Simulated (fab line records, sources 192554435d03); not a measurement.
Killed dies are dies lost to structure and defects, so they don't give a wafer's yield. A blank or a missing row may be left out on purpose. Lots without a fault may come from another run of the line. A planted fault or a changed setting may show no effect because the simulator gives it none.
Which tool did it? | flow n5_finfet | 12 lots, 35 wafers sampled, at 2 steps of a route of 1938

WHAT THE GAUGES READ, wafer by wafer
N5_BEOL_M10_CD_MEAS_35: target cd 70 nm. Usual: cd_nm 70.7 nm, standard deviation 0.78.
lot  | measured     | on        | cd_nm (nm)     | flag
L151 | day 10 21:10 | cd_sem-02 | 71.5 71.5 70.3 |
L150 | day 10 22:13 | cd_sem-01 | 70.3 71.3 70.2 |
L155 | day 11 21:34 | cd_sem-01 | 70.5 69.8 69.7 |
L157 | day 12 00:29 | cd_sem-01 | 70.1 69.6 72.2 |
L156 | day 12 03:29 | cd_sem-03 | 70.4 72.3 72.3 |
L158 | day 12 18:20 | cd_sem-01 | 70.2 71.7 72.4 |
L159 | day 12 22:07 | cd_sem-03 | 71.4 69.6      |
L160 | day 13 04:52 | cd_sem-02 | 69.4 70.8 70.2 |
L163 | day 13 15:09 | cd_sem-03 | 71.2 70.8 70.4 |
L162 | day 13 20:33 | cd_sem-02 | 71.7 70.9 70.2 |
L164 | day 14 06:55 | cd_sem-01 | 70.1 69.8 69.7 |
L166 | day 14 14:31 | cd_sem-03 | 70.6 71.1 69.6 |

WHICH TOOL RAN EACH LOT (tool, then ch and the chambers of the sampled wafers, then the start)
lot  | N5_BEOL_M10_STRIP_36
L151 | rie_diel-02 ch 1,2,3, day 10 20:47
L150 | rie_diel-02 ch 1,3, day 10 21:50
L155 | rie_diel-06 ch 1,2, day 11 21:11
L157 | rie_diel-05 ch 2,3, day 12 00:05
L156 | rie_diel-02 ch 0,1,2, day 12 03:06
L158 | rie_diel-02 ch 0,1,3, day 12 17:58
L159 | rie_diel-06 ch 1,2, day 12 21:38
L160 | rie_diel-06 ch 0,2,3, day 13 04:30
L163 | rie_diel-06 ch 1,2,3, day 13 14:46
L162 | rie_diel-05 ch 0,1, day 13 20:10
L164 | rie_diel-05 ch 1,2,3, day 14 06:31
L166 | rie_diel-06 ch 0,3, day 14 14:08
- N5_BEOL_M10_STRIP_36: strips in N2/H2.

WHAT THE TOOLS THEMSELVES READ (means of the sampled wafers that have a number; where no wafer has one, the mark that the record gives instead)
N5_BEOL_M10_STRIP_36. Usual: drypump_motor_current_A 5.7 A, standard deviation 0.55; oes_product_au 0.82 a.u., standard deviation 0.072; rf_vpp_V 59.0 V, standard deviation 2.1; showerhead_plenum_p_Torr 2.55 Torr, standard deviation 0.082; throttle_valve_pct 23.4 %, standard deviation 0.45.
lot  | tool        | drypump_motor_current_A (A) | oes_product_au (a.u.) | rf_vpp_V (V) | showerhead_plenum_p_Torr (Torr) | throttle_valve_pct (%) | flag
L151 | rie_diel-02 | 5.5                         | 0.73                  | 57.4         | 2.55                            | 23.3                   |
L150 | rie_diel-02 | 6.1                         | 0.69                  | 58.6         | 2.51                            | 23.6                   |
L155 | rie_diel-06 | 5.8                         | 0.89                  | 60.4         | 2.61                            | 23.0                   |
L157 | rie_diel-05 | 6.0                         | 0.87                  | 59.8         | 2.55                            | 24.0                   |
L156 | rie_diel-02 | 5.2                         | 0.75                  | 57.6         | 2.56                            | 23.3                   |
L158 | rie_diel-02 | 5.8                         | 0.72                  | 59.7         | 2.52                            | 23.6                   |
L159 | rie_diel-06 | 6.0                         | 0.89                  | 60.8         | 2.62                            | 23.1                   |
L160 | rie_diel-06 | 5.6                         | 0.85                  | 57.6         | 2.53                            | 23.4                   |
L163 | rie_diel-06 | 5.9                         | 0.88                  | 58.7         | 2.56                            | 23.0                   |
L162 | rie_diel-05 | 5.5                         | 0.81                  | 60.4         | 2.46                            | 23.7                   |
L164 | rie_diel-05 | 5.8                         | 0.86                  | 58.9         | 2.54                            | 23.8                   |
L166 | rie_diel-06 | 5.1                         | 0.82                  | 58.4         | 2.47                            | 23.7                   |

THE ANSWER, worked out from the rows above alone
Rule: a lot is off if the mean of its wafers that have a number lies more than 3 standard deviations from the usual mean. A lot without any number at a reading at which 4 lots or more have one is off too. The other lots that the step has rows for count as sound. The gauges are gone through in route order, then the tools' own readings, and for those a lot's mean is taken as printed above. The first step at which some lot is off is used, and at that step the reading that is off furthest; a lot without a number counts as furthest.
No lot is off at any reading shown: from this, nothing can be told.

WHAT THE SIMULATOR HAD PUT IN
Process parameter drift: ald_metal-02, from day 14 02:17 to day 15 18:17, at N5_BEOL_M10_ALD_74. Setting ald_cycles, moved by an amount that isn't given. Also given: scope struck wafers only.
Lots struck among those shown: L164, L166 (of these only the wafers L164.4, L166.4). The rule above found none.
